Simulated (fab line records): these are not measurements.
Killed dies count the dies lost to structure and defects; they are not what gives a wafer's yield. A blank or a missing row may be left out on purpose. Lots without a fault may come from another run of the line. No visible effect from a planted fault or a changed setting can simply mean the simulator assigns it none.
Matching of chambers | flow n5_finfet | N5_BEOL_M0_SAQP_ETCH_88 on rie_diel-05 has 4 sister chambers
The step etches underlayer in N2/H2, target depth 6.5 nm, time 5.2 s. 4 wafers are shown with their chamber, then 7 later ones without.

## WAFERS, EACH WITH ITS CHAMBER
wafer  | chamber | showerhead_plenum_p_Torr (Torr)
L089.2 | 2       | 2.38
L089.5 | 3       | 2.59
L090.4 | 1       | 2.68
L090.5 | 0       | 2.50

## WAFERS WITHOUT THEIR CHAMBER
wafer  | showerhead_plenum_p_Torr (Torr)
L090.6 | 2.59
L094.1 | 2.58
L094.2 | 2.50
L094.6 | 2.68
L096.1 | 2.68
L096.2 | 2.70
L096.4 | 2.50

## WHICH CHAMBER EACH ONE RAN IN
wafer  | from the rows above | in truth
L090.6 | 3                   | 3
L094.1 | 3                   | 3
L094.2 | 0                   | 0
L094.6 | 1                   | 1
L096.1 | 1                   | 1
L096.2 | 1                   | 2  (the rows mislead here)
L096.4 | 0                   | 0
Placed correctly: 6 of 7. Left unplaced by these rows: 0. Number placed wrongly: 1.
How it was worked out, from the rows above alone: a wafer's distance from a chamber is the root of the sum, over the readings, of the square of ((its reading less the chamber's mean) divided by the reading's scatter). The wafer belongs to the nearest chamber; if the next one is less than 2 further off, it can't be placed. The mean given for a chamber averages the wafers shown for that chamber. The scatter (one wafer shown for each chamber): square how far every hidden wafer sits from the nearest shown wafer, average those squares and take the square root.
